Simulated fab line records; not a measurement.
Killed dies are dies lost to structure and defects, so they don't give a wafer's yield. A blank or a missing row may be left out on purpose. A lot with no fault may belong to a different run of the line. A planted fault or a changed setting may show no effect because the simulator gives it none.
Split-lot experiment / flow n5-finfet / route with 1938 steps; 7 lots, 21 wafers read

== SPLIT DETAILS ==
At N5_BEOL_M11_COAT_22 (resist thk 90 nm), the setting spin-rpm was moved away from the recipe's 1500 rpm on 8 of the 21 wafers read, by -3.7% to +8.4%. All remaining wafers had this setting at the recipe value.

== FROM THE SPLIT TO THE READING: what the file shows between them, 4 steps ==
- N5_BEOL_M11_EBR_24
- N5_BEOL_M11_SOFTBAKE_23: time 60 s
- N5_BEOL_M11_EXPOSE_25: exposes mask V10
- N5_BEOL_M11_PEB_26: peb time 60 s

== THE READING ==
CAR-ArF_of_BEOL_M11_COAT_22.thk-nm (the simulator's own value, which no gauge read), in nm, at N5_BEOL_M11_DEVELOP_27 (develop time 30 s). The file does not state a usual value for it. Across the 13 wafers here that went through the recipe, the average is 88.3 nm and the standard deviation 0.24 nm.

wafer=L078.4; tool, chamber at the split=litho-track-02, 0; spin-rpm as run, rpm=1445; against the recipe=-3.7%; CAR-ArF_of_BEOL_M11_COAT_22.thk-nm, nm=89.6; against lot-mates on the recipe=+1.8
wafer=L078.5; tool, chamber at the split=litho-track-02, 0; spin-rpm as run, rpm=1500; against the recipe=recipe; CAR-ArF_of_BEOL_M11_COAT_22.thk-nm, nm=87.8; against lot-mates on the recipe=-
wafer=L078.6; tool, chamber at the split=litho-track-02, 0; spin-rpm as run, rpm=1500; against the recipe=recipe; CAR-ArF_of_BEOL_M11_COAT_22.thk-nm, nm=87.8; against lot-mates on the recipe=-
wafer=L081.1; tool, chamber at the split=litho-track-02, 0; spin-rpm as run, rpm=1500; against the recipe=recipe; CAR-ArF_of_BEOL_M11_COAT_22.thk-nm, nm=88.4; against lot-mates on the recipe=-
wafer=L081.3; tool, chamber at the split=litho-track-02, 0; spin-rpm as run, rpm=1500; against the recipe=recipe; CAR-ArF_of_BEOL_M11_COAT_22.thk-nm, nm=88.4; against lot-mates on the recipe=-
wafer=L081.5; tool, chamber at the split=litho-track-02, 0; spin-rpm as run, rpm=1500; against the recipe=recipe; CAR-ArF_of_BEOL_M11_COAT_22.thk-nm, nm=88.2; against lot-mates on the recipe=-
wafer=L080.1; tool, chamber at the split=litho-track-03, 0; spin-rpm as run, rpm=1500; against the recipe=recipe; CAR-ArF_of_BEOL_M11_COAT_22.thk-nm, nm=88.2; against lot-mates on the recipe=-
wafer=L080.2; tool, chamber at the split=litho-track-03, 0; spin-rpm as run, rpm=1576; against the recipe=+5.1%; CAR-ArF_of_BEOL_M11_COAT_22.thk-nm, nm=85.8; against lot-mates on the recipe=-2.4
wafer=L080.6; tool, chamber at the split=litho-track-03, 0; spin-rpm as run, rpm=1576; against the recipe=+5.1%; CAR-ArF_of_BEOL_M11_COAT_22.thk-nm, nm=86.2; against lot-mates on the recipe=-2.0
wafer=L084.2; tool, chamber at the split=litho-track-02, 0; spin-rpm as run, rpm=1500; against the recipe=recipe; CAR-ArF_of_BEOL_M11_COAT_22.thk-nm, nm=88.2; against lot-mates on the recipe=-
wafer=L084.6; tool, chamber at the split=litho-track-02, 0; spin-rpm as run, rpm=1500; against the recipe=recipe; CAR-ArF_of_BEOL_M11_COAT_22.thk-nm, nm=88.2; against lot-mates on the recipe=-
wafer=L084.5; tool, chamber at the split=litho-track-02, 0; spin-rpm as run, rpm=1500; against the recipe=recipe; CAR-ArF_of_BEOL_M11_COAT_22.thk-nm, nm=88.4; against lot-mates on the recipe=-
wafer=L083.1; tool, chamber at the split=litho-track-03, 0; spin-rpm as run, rpm=1500; against the recipe=recipe; CAR-ArF_of_BEOL_M11_COAT_22.thk-nm, nm=88.4; against lot-mates on the recipe=-
wafer=L083.2; tool, chamber at the split=litho-track-03, 0; spin-rpm as run, rpm=1626; against the recipe=+8.4%; CAR-ArF_of_BEOL_M11_COAT_22.thk-nm, nm=85; against lot-mates on the recipe=-3.4
wafer=L083.4; tool, chamber at the split=litho-track-03, 0; spin-rpm as run, rpm=1626; against the recipe=+8.4%; CAR-ArF_of_BEOL_M11_COAT_22.thk-nm, nm=84.8; against lot-mates on the recipe=-3.6
wafer=L088.1; tool, chamber at the split=litho-track-03, 0; spin-rpm as run, rpm=1626; against the recipe=+8.4%; CAR-ArF_of_BEOL_M11_COAT_22.thk-nm, nm=85; against lot-mates on the recipe=-3.6
wafer=L088.3; tool, chamber at the split=litho-track-03, 0; spin-rpm as run, rpm=1500; against the recipe=recipe; CAR-ArF_of_BEOL_M11_COAT_22.thk-nm, nm=88.6; against lot-mates on the recipe=-
wafer=L088.4; tool, chamber at the split=litho-track-03, 0; spin-rpm as run, rpm=1626; against the recipe=+8.4%; CAR-ArF_of_BEOL_M11_COAT_22.thk-nm, nm=84.8; against lot-mates on the recipe=-3.8
wafer=L091.1; tool, chamber at the split=litho-track-03, 0; spin-rpm as run, rpm=1597; against the recipe=+6.5%; CAR-ArF_of_BEOL_M11_COAT_22.thk-nm, nm=85.8; against lot-mates on the recipe=-2.6
wafer=L091.4; tool, chamber at the split=litho-track-03, 0; spin-rpm as run, rpm=1500; against the recipe=recipe; CAR-ArF_of_BEOL_M11_COAT_22.thk-nm, nm=88.6; against lot-mates on the recipe=-
wafer=L091.6; tool, chamber at the split=litho-track-03, 0; spin-rpm as run, rpm=1500; against the recipe=recipe; CAR-ArF_of_BEOL_M11_COAT_22.thk-nm, nm=88.2; against lot-mates on the recipe=-

THE FIT
A straight line over all 21 wafers: CAR-ArF_of_BEOL_M11_COAT_22.thk-nm changes by -0.4 nm for each +1% of spin-rpm; r = -0.99; the points scatter about the line by 0.23 nm.
The same after taking each lot's own level away (the mean of its wafers on the recipe; 21 wafers): -0.431 nm for each +1%; r = -1.00; scatter 0.14 nm.
On that fit, the largest move of spin-rpm shifts the reading by 3.6 nm.
Measured against the standard deviation above, the lots' own levels, which go from 87.80 to 88.60 nm, span 3.3 times it.
The two slopes are in agreement: the lot-to-lot level therefore moves the slope only a little.
Check: with one of the wafers moved furthest among these (+8.4%) left out of the fit, the line predicts -3.64 nm for it against its lot-mates. Against them it came out at -3.4 nm.

== THE WHOLE CHAIN: every reading that the file lists as answering this split, in the file's order ==
step=N5_BEOL_M11_COAT_22; what it does=resist thk 90 nm; reading=CAR-ArF_of_BEOL_M11_COAT_22.thk-nm (the simulator's own value, which no gauge read); change (the file's fit)=-0.425 nm for each +1% of the setting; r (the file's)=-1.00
step=N5_BEOL_M11_DEVELOP_27; what it does=develop time 30 s; reading=CAR-ArF_of_BEOL_M11_COAT_22.thk-nm (the simulator's own value, which no gauge read); change (the file's fit)=-0.428 nm for each +1% of the setting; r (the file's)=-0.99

== THE FILE'S OWN FIT ==
CAR-ArF_of_BEOL_M11_COAT_22.thk-nm changes by -0.428 nm for each +1% of spin-rpm, r = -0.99.
